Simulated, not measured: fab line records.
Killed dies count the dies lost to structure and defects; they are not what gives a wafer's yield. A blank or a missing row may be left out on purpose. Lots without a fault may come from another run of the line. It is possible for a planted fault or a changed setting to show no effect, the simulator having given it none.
fab line records || flow n5Finfet
[record] {"lots": 7, "wafers": 39}
route steps=1938 shown ZERO_LAYER@4 PMOS_HMC_CHANNEL_EPI@64 SD_EPI_N@288 HKMG_FIN@412 MOL_CONTACT_COAG@616 BEOL_M0@721 BEOL_M1@818 BEOL_M4@1111
startH: start of the lot's first displayed wafer, in hours after the record's first day || waitH: how many hours have passed since the lot's step before this one || " same as the row above || L1.1+2: one row covering several wafers at once || - value missing, or start not given || * or withheld: withheld || < > ~ a bound
route shown NAME@n: a module of which the file shows steps, and the number in the route of the first || usual: mean/standard deviation taken from wafers without a fault || same: alike in all rows || chamber/n: place in a boat || sites: readings site by site || _std_site: the values' standard deviation || _edge_site: mean of outer sites minus mean of inner sites || radiusMm: how far each site lies from the wafer's centre || mask NAME#n: copy n || behind: tool/chamber where the wafer was last shaped || hold: the reason the lot was held/the length of the hold in hours/how it ended || device: whichever transistor did not switch (one of n, p or np) || end of line: at the end of the route, the tests of the same wafers || step lacking rows: just its recipe || killed: dies lost to structure and defects at the first sort, not the wafer's yield || map: shows each die of a wafer: x if killed, . if not, _ if none is there
set.NAME: the run value of the setting; set.NAME@STEP: its run value at that earlier step || model.NAME: the simulator's own value behind a step, which no gauge read
lots with deliberately changed settings; one table per step, one row per wafer
[[steps]]
[step N5_ZERO_LAYER_PECVD_02]
[recipe] {"material": "SiO2", "targetThkA": 100, "tempC": 400, "precursor": "SiH4/N2O", "pressureTorr": 0.75, "rfW": 275, "timeS": 6}
[step N5_PMOS_HMC_CHANNEL_EPI_DEVELOP_08]
[recipe] {"developTimeS": 30, "developer": "TMAH", "resist": "CAR-ArF-block", "devTempC": 23, "rinseLiquid": "diw", "dry": "airSpin"}
[step N5_SD_EPI_N_EPI_21]
[recipe] {"material": "Si:P", "dopant": "P", "tempC": 680, "pressureTorr": 255, "timeS": 690}
[step N5_HKMG_FIN_ALD_79]
[recipe] {"material": "TiN", "targetThkA": 15, "tempC": 400, "aldPrecursorFamily": "TiCl4", "aldCoReactant": "NH3", "pulseTimeS": 1, "purgeTimeS": 3, "coReactantPurgeTimeS": 2, "coReactantPulseTimeS": 2, "aldCycles": 68, "pressureTorr": 3}
[step N5_MOL_CONTACT_COAG_ETCH_124]
[recipe] {"chemistry": "CH3F/O2", "target": "SiNx", "targetDepthA": 65, "maskMaterial": "SOC", "stopOn": "SiOC", "overEtchFrac": 0.3, "ionEnergyEv": 120, "pressureMtorr": 30, "sourceW": 395, "biasW": 73, "Ar_flow_sccm": 150, "CH3F_flow_sccm": 30, "O2_flow_sccm": 20, "ends": "endPoint"}
[step N5_BEOL_M0_TRENCH_ETCH_107]
[recipe] {"chemistry": "C4F6/O2", "targetDepthA": 328, "target": "SiOC", "timeS": 16.4, "ionEnergyEv": 250, "pressureMtorr": 30, "sourceW": 355, "biasW": 185, "Ar_flow_sccm": 300, "C4F6_flow_sccm": 10, "O2_flow_sccm": 10}
[step N5_BEOL_M1_SPUTTER_81]
[recipe] {"material": "Cu", "targetThkA": 45, "tempC": -20, "chamberPressurePa": 0.07, "powerW": "withheld", "timeS": 8.29}
[step N5_BEOL_M4_RC_MEAS_101]
[usual] {"CJ_N": "4.30/0.11", "RS_PWELL": "3005/25", "RS_SD_N": "28.3/0.35"}
{"lot.wafer": "L075.1", "tool": "prober-02", "chamber": 0, "startH": 178.41, "waitH": 0.0, "set.timeS@ZERO_LAYER_PECVD_02": 6, "set.developTimeS@PMOS_HMC_CHANNEL_EPI_DEVELOP_08": 30, "set.timeS@SD_EPI_N_EPI_21": 690, "set.aldCycles@HKMG_FIN_ALD_79": 91, "set.targetDepthA@MOL_CONTACT_COAG_ETCH_124": 52.59, "set.targetDepthA@BEOL_M0_TRENCH_ETCH_107": 328, "set.targetThkA@BEOL_M1_SPUTTER_81": 45, "CJ_N": 4.48, "RS_PWELL[ohm/sq]": 3021, "RS_SD_N[ohm/sq]": 28.4}
{"lot.wafer": "L075.2", "tool": "prober-02", "chamber": 0, "startH": 178.41, "waitH": 0.0, "set.timeS@ZERO_LAYER_PECVD_02": 8.295, "set.developTimeS@PMOS_HMC_CHANNEL_EPI_DEVELOP_08": 30, "set.timeS@SD_EPI_N_EPI_21": 967.1, "set.aldCycles@HKMG_FIN_ALD_79": 68, "set.targetDepthA@MOL_CONTACT_COAG_ETCH_124": 65, "set.targetDepthA@BEOL_M0_TRENCH_ETCH_107": 328, "set.targetThkA@BEOL_M1_SPUTTER_81": 45, "CJ_N": 4.66, "RS_PWELL[ohm/sq]": 3048, "RS_SD_N[ohm/sq]": 21.9}
{"lot.wafer": "L075.3", "tool": "prober-02", "chamber": 0, "startH": 178.41, "waitH": 0.0, "set.timeS@ZERO_LAYER_PECVD_02": 6, "set.developTimeS@PMOS_HMC_CHANNEL_EPI_DEVELOP_08": 30, "set.timeS@SD_EPI_N_EPI_21": 967.1, "set.aldCycles@HKMG_FIN_ALD_79": 91, "set.targetDepthA@MOL_CONTACT_COAG_ETCH_124": 65, "set.targetDepthA@BEOL_M0_TRENCH_ETCH_107": 328, "set.targetThkA@BEOL_M1_SPUTTER_81": 29.02, "CJ_N": 4.37, "RS_PWELL[ohm/sq]": 3006, "RS_SD_N[ohm/sq]": 22.0}
{"lot.wafer": "L075.4", "tool": "prober-02", "chamber": 0, "startH": 178.41, "waitH": 0.0, "set.timeS@ZERO_LAYER_PECVD_02": 8.295, "set.developTimeS@PMOS_HMC_CHANNEL_EPI_DEVELOP_08": 30, "set.timeS@SD_EPI_N_EPI_21": 967.1, "set.aldCycles@HKMG_FIN_ALD_79": 68, "set.targetDepthA@MOL_CONTACT_COAG_ETCH_124": 52.59, "set.targetDepthA@BEOL_M0_TRENCH_ETCH_107": 328, "set.targetThkA@BEOL_M1_SPUTTER_81": 45, "CJ_N": 4.50, "RS_PWELL[ohm/sq]": 3047, "RS_SD_N[ohm/sq]": 21.7}
{"lot.wafer": "L075.5", "tool": "prober-02", "chamber": 0, "startH": 178.41, "waitH": 0.0, "set.timeS@ZERO_LAYER_PECVD_02": 8.295, "set.developTimeS@PMOS_HMC_CHANNEL_EPI_DEVELOP_08": 30, "set.timeS@SD_EPI_N_EPI_21": 690, "set.aldCycles@HKMG_FIN_ALD_79": 91, "set.targetDepthA@MOL_CONTACT_COAG_ETCH_124": 65, "set.targetDepthA@BEOL_M0_TRENCH_ETCH_107": 328, "set.targetThkA@BEOL_M1_SPUTTER_81": 29.02, "CJ_N": 4.57, "RS_PWELL[ohm/sq]": 3086, "RS_SD_N[ohm/sq]": 27.7}
{"lot.wafer": "L075.6", "tool": "prober-02", "chamber": 0, "startH": 178.41, "waitH": 0.0, "set.timeS@ZERO_LAYER_PECVD_02": 6, "set.developTimeS@PMOS_HMC_CHANNEL_EPI_DEVELOP_08": 30, "set.timeS@SD_EPI_N_EPI_21": 690, "set.aldCycles@HKMG_FIN_ALD_79": 68, "set.targetDepthA@MOL_CONTACT_COAG_ETCH_124": 52.59, "set.targetDepthA@BEOL_M0_TRENCH_ETCH_107": 328, "set.targetThkA@BEOL_M1_SPUTTER_81": 29.02, "CJ_N": 4.23, "RS_PWELL[ohm/sq]": 3009, "RS_SD_N[ohm/sq]": 27.5}
{"lot.wafer": "L077.1", "tool": "prober-02", "chamber": 0, "startH": 181.07, "waitH": 0.0, "set.timeS@ZERO_LAYER_PECVD_02": 6, "set.developTimeS@PMOS_HMC_CHANNEL_EPI_DEVELOP_08": 30, "set.timeS@SD_EPI_N_EPI_21": 690, "set.aldCycles@HKMG_FIN_ALD_79": 68, "set.targetDepthA@MOL_CONTACT_COAG_ETCH_124": 65, "set.targetDepthA@BEOL_M0_TRENCH_ETCH_107": 476.9, "set.targetThkA@BEOL_M1_SPUTTER_81": 45, "CJ_N": 4.33, "RS_PWELL[ohm/sq]": 3043, "RS_SD_N[ohm/sq]": 28.4}
{"lot.wafer": "L077.2", "tool": "prober-02", "chamber": 0, "startH": 181.07, "waitH": 0.0, "set.timeS@ZERO_LAYER_PECVD_02": 6, "set.developTimeS@PMOS_HMC_CHANNEL_EPI_DEVELOP_08": 30, "set.timeS@SD_EPI_N_EPI_21": 690, "set.aldCycles@HKMG_FIN_ALD_79": 68, "set.targetDepthA@MOL_CONTACT_COAG_ETCH_124": 90.39, "set.targetDepthA@BEOL_M0_TRENCH_ETCH_107": 328, "set.targetThkA@BEOL_M1_SPUTTER_81": 45, "CJ_N": 4.41, "RS_PWELL[ohm/sq]": 3001, "RS_SD_N[ohm/sq]": 28.8}
{"lot.wafer": "L077.3", "tool": "prober-02", "chamber": 0, "startH": 181.07, "waitH": 0.0, "set.timeS@ZERO_LAYER_PECVD_02": 6, "set.developTimeS@PMOS_HMC_CHANNEL_EPI_DEVELOP_08": 42.58, "set.timeS@SD_EPI_N_EPI_21": 690, "set.aldCycles@HKMG_FIN_ALD_79": 68, "set.targetDepthA@MOL_CONTACT_COAG_ETCH_124": 90.39, "set.targetDepthA@BEOL_M0_TRENCH_ETCH_107": 476.9, "set.targetThkA@BEOL_M1_SPUTTER_81": 45, "CJ_N": 4.46, "RS_PWELL[ohm/sq]": 2995, "RS_SD_N[ohm/sq]": 28.5}
{"lot.wafer": "L077.4", "tool": "prober-02", "chamber": 0, "startH": 181.07, "waitH": 0.0, "set.timeS@ZERO_LAYER_PECVD_02": 6, "set.developTimeS@PMOS_HMC_CHANNEL_EPI_DEVELOP_08": 42.58, "set.timeS@SD_EPI_N_EPI_21": 941.5, "set.aldCycles@HKMG_FIN_ALD_79": 68, "set.targetDepthA@MOL_CONTACT_COAG_ETCH_124": 65, "set.targetDepthA@BEOL_M0_TRENCH_ETCH_107": 476.9, "set.targetThkA@BEOL_M1_SPUTTER_81": 45, "CJ_N": 4.25, "RS_PWELL[ohm/sq]": 3032, "RS_SD_N[ohm/sq]": 22.6}
{"lot.wafer": "L077.5", "tool": "prober-02", "chamber": 0, "startH": 181.07, "waitH": 0.0, "set.timeS@ZERO_LAYER_PECVD_02": 6, "set.developTimeS@PMOS_HMC_CHANNEL_EPI_DEVELOP_08": 42.58, "set.timeS@SD_EPI_N_EPI_21": 941.5, "set.aldCycles@HKMG_FIN_ALD_79": 68, "set.targetDepthA@MOL_CONTACT_COAG_ETCH_124": 65, "set.targetDepthA@BEOL_M0_TRENCH_ETCH_107": 328, "set.targetThkA@BEOL_M1_SPUTTER_81": 45, "CJ_N": 4.28, "RS_PWELL[ohm/sq]": 3044, "RS_SD_N[ohm/sq]": 22.8}
{"lot.wafer": "L077.6", "tool": "prober-02", "chamber": 0, "startH": 181.07, "waitH": 0.0, "set.timeS@ZERO_LAYER_PECVD_02": 6, "set.developTimeS@PMOS_HMC_CHANNEL_EPI_DEVELOP_08": 30, "set.timeS@SD_EPI_N_EPI_21": 941.5, "set.aldCycles@HKMG_FIN_ALD_79": 68, "set.targetDepthA@MOL_CONTACT_COAG_ETCH_124": 90.39, "set.targetDepthA@BEOL_M0_TRENCH_ETCH_107": 328, "set.targetThkA@BEOL_M1_SPUTTER_81": 45, "CJ_N": 4.45, "RS_PWELL[ohm/sq]": 2985, "RS_SD_N[ohm/sq]": 22.8}
{"lot.wafer": "L081.1", "tool": "prober-02", "chamber": 0, "startH": 199.62, "waitH": 0.0, "set.timeS@ZERO_LAYER_PECVD_02": 6, "set.developTimeS@PMOS_HMC_CHANNEL_EPI_DEVELOP_08": 30, "set.timeS@SD_EPI_N_EPI_21": 690, "set.aldCycles@HKMG_FIN_ALD_79": 68, "set.targetDepthA@MOL_CONTACT_COAG_ETCH_124": 65, "set.targetDepthA@BEOL_M0_TRENCH_ETCH_107": 328, "set.targetThkA@BEOL_M1_SPUTTER_81": 45, "CJ_N": 4.35, "RS_PWELL[ohm/sq]": 3013, "RS_SD_N[ohm/sq]": 27.9}
{"lot.wafer": "L081.2", "tool": "prober-02", "chamber": 0, "startH": 199.62, "waitH": 0.0, "set.timeS@ZERO_LAYER_PECVD_02": 6, "set.developTimeS@PMOS_HMC_CHANNEL_EPI_DEVELOP_08": 44.19, "set.timeS@SD_EPI_N_EPI_21": 690, "set.aldCycles@HKMG_FIN_ALD_79": 68, "set.targetDepthA@MOL_CONTACT_COAG_ETCH_124": 65, "set.targetDepthA@BEOL_M0_TRENCH_ETCH_107": 236.9, "set.targetThkA@BEOL_M1_SPUTTER_81": 45, "CJ_N": 4.50, "RS_PWELL[ohm/sq]": 3035, "RS_SD_N[ohm/sq]": 28.0}
{"lot.wafer": "L081.3", "tool": "prober-02", "chamber": 0, "startH": 199.62, "waitH": 0.0, "set.timeS@ZERO_LAYER_PECVD_02": 6, "set.developTimeS@PMOS_HMC_CHANNEL_EPI_DEVELOP_08": 44.19, "set.timeS@SD_EPI_N_EPI_21": 690, "set.aldCycles@HKMG_FIN_ALD_79": 68, "set.targetDepthA@MOL_CONTACT_COAG_ETCH_124": 65, "set.targetDepthA@BEOL_M0_TRENCH_ETCH_107": 328, "set.targetThkA@BEOL_M1_SPUTTER_81": 68.81, "CJ_N": 4.32, "RS_PWELL[ohm/sq]": 3037, "RS_SD_N[ohm/sq]": 28.2}
{"lot.wafer": "L081.4", "tool": "prober-02", "chamber": 0, "startH": 199.62, "waitH": 0.0, "set.timeS@ZERO_LAYER_PECVD_02": 6, "set.developTimeS@PMOS_HMC_CHANNEL_EPI_DEVELOP_08": 30, "set.timeS@SD_EPI_N_EPI_21": 690, "set.aldCycles@HKMG_FIN_ALD_79": 68, "set.targetDepthA@MOL_CONTACT_COAG_ETCH_124": 65, "set.targetDepthA@BEOL_M0_TRENCH_ETCH_107": 236.9, "set.targetThkA@BEOL_M1_SPUTTER_81": 45, "CJ_N": 4.38, "RS_PWELL[ohm/sq]": 3024, "RS_SD_N[ohm/sq]": 27.8}
{"lot.wafer": "L081.5", "tool": "prober-02", "chamber": 0, "startH": 199.62, "waitH": 0.0, "set.timeS@ZERO_LAYER_PECVD_02": 6, "set.developTimeS@PMOS_HMC_CHANNEL_EPI_DEVELOP_08": 30, "set.timeS@SD_EPI_N_EPI_21": 690, "set.aldCycles@HKMG_FIN_ALD_79": 68, "set.targetDepthA@MOL_CONTACT_COAG_ETCH_124": 65, "set.targetDepthA@BEOL_M0_TRENCH_ETCH_107": 328, "set.targetThkA@BEOL_M1_SPUTTER_81": 68.81, "CJ_N": 4.33, "RS_PWELL[ohm/sq]": 2997, "RS_SD_N[ohm/sq]": 28.0}
{"lot.wafer": "L081.6", "tool": "prober-02", "chamber": 0, "startH": 199.62, "waitH": 0.0, "set.timeS@ZERO_LAYER_PECVD_02": 6, "set.developTimeS@PMOS_HMC_CHANNEL_EPI_DEVELOP_08": 44.19, "set.timeS@SD_EPI_N_EPI_21": 690, "set.aldCycles@HKMG_FIN_ALD_79": 68, "set.targetDepthA@MOL_CONTACT_COAG_ETCH_124": 65, "set.targetDepthA@BEOL_M0_TRENCH_ETCH_107": 236.9, "set.targetThkA@BEOL_M1_SPUTTER_81": 68.81, "CJ_N": 4.46, "RS_PWELL[ohm/sq]": 3019, "RS_SD_N[ohm/sq]": 27.8}
{"lot.wafer": "L082.1", "tool": "prober-02", "chamber": 0, "startH": 232.92, "waitH": 0.0, "set.timeS@ZERO_LAYER_PECVD_02": 6, "set.developTimeS@PMOS_HMC_CHANNEL_EPI_DEVELOP_08": 30, "set.timeS@SD_EPI_N_EPI_21": 690, "set.aldCycles@HKMG_FIN_ALD_79": 68, "set.targetDepthA@MOL_CONTACT_COAG_ETCH_124": 65, "set.targetDepthA@BEOL_M0_TRENCH_ETCH_107": 328, "set.targetThkA@BEOL_M1_SPUTTER_81": 45, "CJ_N": 4.22, "RS_PWELL[ohm/sq]": 2999, "RS_SD_N[ohm/sq]": 28.2}
{"lot.wafer": "L082.4", "tool": "prober-02", "chamber": 0, "startH": 232.92, "waitH": 0.0, "set.timeS@ZERO_LAYER_PECVD_02": 6, "set.developTimeS@PMOS_HMC_CHANNEL_EPI_DEVELOP_08": 30, "set.timeS@SD_EPI_N_EPI_21": 690, "set.aldCycles@HKMG_FIN_ALD_79": 68, "set.targetDepthA@MOL_CONTACT_COAG_ETCH_124": 65, "set.targetDepthA@BEOL_M0_TRENCH_ETCH_107": 328, "set.targetThkA@BEOL_M1_SPUTTER_81": 45, "CJ_N": 4.16, "RS_PWELL[ohm/sq]": 3028, "RS_SD_N[ohm/sq]": 28.4}
{"lot.wafer": "L082.6", "tool": "prober-02", "chamber": 0, "startH": 232.92, "waitH": 0.0, "set.timeS@ZERO_LAYER_PECVD_02": 6, "set.developTimeS@PMOS_HMC_CHANNEL_EPI_DEVELOP_08": 30, "set.timeS@SD_EPI_N_EPI_21": 690, "set.aldCycles@HKMG_FIN_ALD_79": 68, "set.targetDepthA@MOL_CONTACT_COAG_ETCH_124": 65, "set.targetDepthA@BEOL_M0_TRENCH_ETCH_107": 328, "set.targetThkA@BEOL_M1_SPUTTER_81": 45, "CJ_N": 4.17, "RS_PWELL[ohm/sq]": 2983, "RS_SD_N[ohm/sq]": 28.1}
{"lot.wafer": "L084.1", "tool": "prober-02", "chamber": 0, "startH": 238.76, "waitH": 0.0, "set.timeS@ZERO_LAYER_PECVD_02": 6, "set.developTimeS@PMOS_HMC_CHANNEL_EPI_DEVELOP_08": 21.31, "set.timeS@SD_EPI_N_EPI_21": 690, "set.aldCycles@HKMG_FIN_ALD_79": 53, "set.targetDepthA@MOL_CONTACT_COAG_ETCH_124": 30.19, "set.targetDepthA@BEOL_M0_TRENCH_ETCH_107": 328, "set.targetThkA@BEOL_M1_SPUTTER_81": 45, "CJ_N": "-", "RS_PWELL[ohm/sq]": "-", "RS_SD_N[ohm/sq]": "-"}
{"lot.wafer": "L084.2", "tool": "prober-02", "chamber": 0, "startH": 238.76, "waitH": 0.0, "set.timeS@ZERO_LAYER_PECVD_02": 6, "set.developTimeS@PMOS_HMC_CHANNEL_EPI_DEVELOP_08": 21.31, "set.timeS@SD_EPI_N_EPI_21": 920.8, "set.aldCycles@HKMG_FIN_ALD_79": 68, "set.targetDepthA@MOL_CONTACT_COAG_ETCH_124": 65, "set.targetDepthA@BEOL_M0_TRENCH_ETCH_107": 328, "set.targetThkA@BEOL_M1_SPUTTER_81": 45, "CJ_N": 4.16, "RS_PWELL[ohm/sq]": 3013, "RS_SD_N[ohm/sq]": 22.6}
{"lot.wafer": "L084.3", "tool": "prober-02", "chamber": 0, "startH": 238.76, "waitH": 0.0, "set.timeS@ZERO_LAYER_PECVD_02": 6, "set.developTimeS@PMOS_HMC_CHANNEL_EPI_DEVELOP_08": 30, "set.timeS@SD_EPI_N_EPI_21": 920.8, "set.aldCycles@HKMG_FIN_ALD_79": 53, "set.targetDepthA@MOL_CONTACT_COAG_ETCH_124": 30.19, "set.targetDepthA@BEOL_M0_TRENCH_ETCH_107": 328, "set.targetThkA@BEOL_M1_SPUTTER_81": 45, "CJ_N": "-", "RS_PWELL[ohm/sq]": "-", "RS_SD_N[ohm/sq]": "-"}
{"lot.wafer": "L084.4", "tool": "prober-02", "chamber": 0, "startH": 238.76, "waitH": 0.0, "set.timeS@ZERO_LAYER_PECVD_02": 6, "set.developTimeS@PMOS_HMC_CHANNEL_EPI_DEVELOP_08": 30, "set.timeS@SD_EPI_N_EPI_21": 690, "set.aldCycles@HKMG_FIN_ALD_79": 68, "set.targetDepthA@MOL_CONTACT_COAG_ETCH_124": 65, "set.targetDepthA@BEOL_M0_TRENCH_ETCH_107": 328, "set.targetThkA@BEOL_M1_SPUTTER_81": 65.74, "CJ_N": 4.25, "RS_PWELL[ohm/sq]": 2986, "RS_SD_N[ohm/sq]": 28.4}
{"lot.wafer": "L084.5", "tool": "prober-02", "chamber": 0, "startH": 238.76, "waitH": 0.0, "set.timeS@ZERO_LAYER_PECVD_02": 6, "set.developTimeS@PMOS_HMC_CHANNEL_EPI_DEVELOP_08": 30, "set.timeS@SD_EPI_N_EPI_21": 920.8, "set.aldCycles@HKMG_FIN_ALD_79": 68, "set.targetDepthA@MOL_CONTACT_COAG_ETCH_124": 30.19, "set.targetDepthA@BEOL_M0_TRENCH_ETCH_107": 328, "set.targetThkA@BEOL_M1_SPUTTER_81": 65.74, "CJ_N": "-", "RS_PWELL[ohm/sq]": "-", "RS_SD_N[ohm/sq]": "-"}
{"lot.wafer": "L084.6", "tool": "prober-02", "chamber": 0, "startH": 238.76, "waitH": 0.0, "set.timeS@ZERO_LAYER_PECVD_02": 6, "set.developTimeS@PMOS_HMC_CHANNEL_EPI_DEVELOP_08": 21.31, "set.timeS@SD_EPI_N_EPI_21": 690, "set.aldCycles@HKMG_FIN_ALD_79": 53, "set.targetDepthA@MOL_CONTACT_COAG_ETCH_124": 65, "set.targetDepthA@BEOL_M0_TRENCH_ETCH_107": 328, "set.targetThkA@BEOL_M1_SPUTTER_81": 65.74, "CJ_N": 4.19, "RS_PWELL[ohm/sq]": 3009, "RS_SD_N[ohm/sq]": 28.2}
{"lot.wafer": "L085.1", "tool": "prober-01", "chamber": 0, "startH": 255.86, "waitH": 0.0, "set.timeS@ZERO_LAYER_PECVD_02": 6, "set.developTimeS@PMOS_HMC_CHANNEL_EPI_DEVELOP_08": 30, "set.timeS@SD_EPI_N_EPI_21": 690, "set.aldCycles@HKMG_FIN_ALD_79": 68, "set.targetDepthA@MOL_CONTACT_COAG_ETCH_124": 65, "set.targetDepthA@BEOL_M0_TRENCH_ETCH_107": 169.3, "set.targetThkA@BEOL_M1_SPUTTER_81": 54.36, "CJ_N": 4.18, "RS_PWELL[ohm/sq]": 2999, "RS_SD_N[ohm/sq]": 28.2}
{"lot.wafer": "L085.2", "tool": "prober-01", "chamber": 0, "startH": 255.86, "waitH": 0.0, "set.timeS@ZERO_LAYER_PECVD_02": 6, "set.developTimeS@PMOS_HMC_CHANNEL_EPI_DEVELOP_08": 30, "set.timeS@SD_EPI_N_EPI_21": 690, "set.aldCycles@HKMG_FIN_ALD_79": 68, "set.targetDepthA@MOL_CONTACT_COAG_ETCH_124": 65, "set.targetDepthA@BEOL_M0_TRENCH_ETCH_107": 328, "set.targetThkA@BEOL_M1_SPUTTER_81": 54.36, "CJ_N": 4.36, "RS_PWELL[ohm/sq]": 2981, "RS_SD_N[ohm/sq]": 28.4}
{"lot.wafer": "L085.3", "tool": "prober-01", "chamber": 0, "startH": 255.86, "waitH": 0.0, "set.timeS@ZERO_LAYER_PECVD_02": 6, "set.developTimeS@PMOS_HMC_CHANNEL_EPI_DEVELOP_08": 30, "set.timeS@SD_EPI_N_EPI_21": 384.4, "set.aldCycles@HKMG_FIN_ALD_79": 68, "set.targetDepthA@MOL_CONTACT_COAG_ETCH_124": 65, "set.targetDepthA@BEOL_M0_TRENCH_ETCH_107": 328, "set.targetThkA@BEOL_M1_SPUTTER_81": 45, "CJ_N": 4.26, "RS_PWELL[ohm/sq]": 2993, "RS_SD_N[ohm/sq]": 47.9}
{"lot.wafer": "L085.4", "tool": "prober-01", "chamber": 0, "startH": 255.86, "waitH": 0.0, "set.timeS@ZERO_LAYER_PECVD_02": 6, "set.developTimeS@PMOS_HMC_CHANNEL_EPI_DEVELOP_08": 30, "set.timeS@SD_EPI_N_EPI_21": 690, "set.aldCycles@HKMG_FIN_ALD_79": 68, "set.targetDepthA@MOL_CONTACT_COAG_ETCH_124": 65, "set.targetDepthA@BEOL_M0_TRENCH_ETCH_107": 169.3, "set.targetThkA@BEOL_M1_SPUTTER_81": 45, "CJ_N": 4.36, "RS_PWELL[ohm/sq]": 2993, "RS_SD_N[ohm/sq]": 28.8}
{"lot.wafer": "L085.5", "tool": "prober-01", "chamber": 0, "startH": 255.86, "waitH": 0.0, "set.timeS@ZERO_LAYER_PECVD_02": 6, "set.developTimeS@PMOS_HMC_CHANNEL_EPI_DEVELOP_08": 30, "set.timeS@SD_EPI_N_EPI_21": 384.4, "set.aldCycles@HKMG_FIN_ALD_79": 68, "set.targetDepthA@MOL_CONTACT_COAG_ETCH_124": 65, "set.targetDepthA@BEOL_M0_TRENCH_ETCH_107": 169.3, "set.targetThkA@BEOL_M1_SPUTTER_81": 54.36, "CJ_N": 4.20, "RS_PWELL[ohm/sq]": 3018, "RS_SD_N[ohm/sq]": 47.2}
{"lot.wafer": "L085.6", "tool": "prober-01", "chamber": 0, "startH": 255.86, "waitH": 0.0, "set.timeS@ZERO_LAYER_PECVD_02": 6, "set.developTimeS@PMOS_HMC_CHANNEL_EPI_DEVELOP_08": 30, "set.timeS@SD_EPI_N_EPI_21": 384.4, "set.aldCycles@HKMG_FIN_ALD_79": 68, "set.targetDepthA@MOL_CONTACT_COAG_ETCH_124": 65, "set.targetDepthA@BEOL_M0_TRENCH_ETCH_107": 328, "set.targetThkA@BEOL_M1_SPUTTER_81": 45, "CJ_N": 4.29, "RS_PWELL[ohm/sq]": 3031, "RS_SD_N[ohm/sq]": 47.8}
{"lot.wafer": "L097.1", "tool": "prober-02", "chamber": 0, "startH": 313.10, "waitH": 0.0, "set.timeS@ZERO_LAYER_PECVD_02": 3.962, "set.developTimeS@PMOS_HMC_CHANNEL_EPI_DEVELOP_08": 30, "set.timeS@SD_EPI_N_EPI_21": 690, "set.aldCycles@HKMG_FIN_ALD_79": 68, "set.targetDepthA@MOL_CONTACT_COAG_ETCH_124": 80.48, "set.targetDepthA@BEOL_M0_TRENCH_ETCH_107": 153.7, "set.targetThkA@BEOL_M1_SPUTTER_81": 19.35, "CJ_N": 3.98, "RS_PWELL[ohm/sq]": 2977, "RS_SD_N[ohm/sq]": 28.4}
{"lot.wafer": "L097.2", "tool": "prober-02", "chamber": 0, "startH": 313.10, "waitH": 0.0, "set.timeS@ZERO_LAYER_PECVD_02": 6, "set.developTimeS@PMOS_HMC_CHANNEL_EPI_DEVELOP_08": 30, "set.timeS@SD_EPI_N_EPI_21": 690, "set.aldCycles@HKMG_FIN_ALD_79": 94, "set.targetDepthA@MOL_CONTACT_COAG_ETCH_124": 80.48, "set.targetDepthA@BEOL_M0_TRENCH_ETCH_107": 328, "set.targetThkA@BEOL_M1_SPUTTER_81": 45, "CJ_N": 4.19, "RS_PWELL[ohm/sq]": 3016, "RS_SD_N[ohm/sq]": 28.3}
{"lot.wafer": "L097.3", "tool": "prober-02", "chamber": 0, "startH": 313.10, "waitH": 0.0, "set.timeS@ZERO_LAYER_PECVD_02": 6, "set.developTimeS@PMOS_HMC_CHANNEL_EPI_DEVELOP_08": 13.61, "set.timeS@SD_EPI_N_EPI_21": 690, "set.aldCycles@HKMG_FIN_ALD_79": 94, "set.targetDepthA@MOL_CONTACT_COAG_ETCH_124": 65, "set.targetDepthA@BEOL_M0_TRENCH_ETCH_107": 153.7, "set.targetThkA@BEOL_M1_SPUTTER_81": 19.35, "CJ_N": 4.36, "RS_PWELL[ohm/sq]": 3021, "RS_SD_N[ohm/sq]": 28.3}
{"lot.wafer": "L097.4", "tool": "prober-02", "chamber": 0, "startH": 313.10, "waitH": 0.0, "set.timeS@ZERO_LAYER_PECVD_02": 3.962, "set.developTimeS@PMOS_HMC_CHANNEL_EPI_DEVELOP_08": 13.61, "set.timeS@SD_EPI_N_EPI_21": 690, "set.aldCycles@HKMG_FIN_ALD_79": 94, "set.targetDepthA@MOL_CONTACT_COAG_ETCH_124": 80.48, "set.targetDepthA@BEOL_M0_TRENCH_ETCH_107": 328, "set.targetThkA@BEOL_M1_SPUTTER_81": 19.35, "CJ_N": 3.93, "RS_PWELL[ohm/sq]": 2948, "RS_SD_N[ohm/sq]": 27.9}
{"lot.wafer": "L097.5", "tool": "prober-02", "chamber": 0, "startH": 313.10, "waitH": 0.0, "set.timeS@ZERO_LAYER_PECVD_02": 6, "set.developTimeS@PMOS_HMC_CHANNEL_EPI_DEVELOP_08": 30, "set.timeS@SD_EPI_N_EPI_21": 690, "set.aldCycles@HKMG_FIN_ALD_79": 68, "set.targetDepthA@MOL_CONTACT_COAG_ETCH_124": 65, "set.targetDepthA@BEOL_M0_TRENCH_ETCH_107": 153.7, "set.targetThkA@BEOL_M1_SPUTTER_81": 45, "CJ_N": 4.33, "RS_PWELL[ohm/sq]": 3013, "RS_SD_N[ohm/sq]": 28.2}
{"lot.wafer": "L097.6", "tool": "prober-02", "chamber": 0, "startH": 313.10, "waitH": 0.0, "set.timeS@ZERO_LAYER_PECVD_02": 3.962, "set.developTimeS@PMOS_HMC_CHANNEL_EPI_DEVELOP_08": 13.61, "set.timeS@SD_EPI_N_EPI_21": 690, "set.aldCycles@HKMG_FIN_ALD_79": 68, "set.targetDepthA@MOL_CONTACT_COAG_ETCH_124": 65, "set.targetDepthA@BEOL_M0_TRENCH_ETCH_107": 328, "set.targetThkA@BEOL_M1_SPUTTER_81": 45, "CJ_N": 3.91, "RS_PWELL[ohm/sq]": 2976, "RS_SD_N[ohm/sq]": 28.0}
[[key]]
[split] {"step": "N5_ZERO_LAYER_PECVD_02", "setting": "timeS", "statedAs": 6}
[response] {"step": "N5_BEOL_M4_RC_MEAS_101", "reading": "RS_PWELL", "slope": "+1.42", "per": "1%", "togetherWith": "all", "explained": 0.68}
[response] {"step": "N5_BEOL_M4_RC_MEAS_101", "reading": "CJ_N", "slope": "+0.00749", "per": "1%", "togetherWith": "all", "explained": 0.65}
[split] {"step": "N5_PMOS_HMC_CHANNEL_EPI_DEVELOP_08", "setting": "developTimeS", "statedAs": 30}
response none clear
[split] {"step": "N5_SD_EPI_N_EPI_21", "setting": "timeS", "statedAs": 690}
[response] {"step": "N5_BEOL_M4_RC_MEAS_101", "reading": "RS_SD_N", "slope": -0.257, "per": "1%", "togetherWith": "all", "explained": 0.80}
[split] {"step": "N5_HKMG_FIN_ALD_79", "setting": "aldCycles", "statedAs": 68}
response none clear
[split] {"step": "N5_MOL_CONTACT_COAG_ETCH_124", "setting": "targetDepthA", "statedAs": 65}
response none clear
[split] {"step": "N5_BEOL_M0_TRENCH_ETCH_107", "setting": "targetDepthA", "statedAs": 328}
response none clear
[split] {"step": "N5_BEOL_M1_SPUTTER_81", "setting": "targetThkA", "statedAs": 45}
response none clear
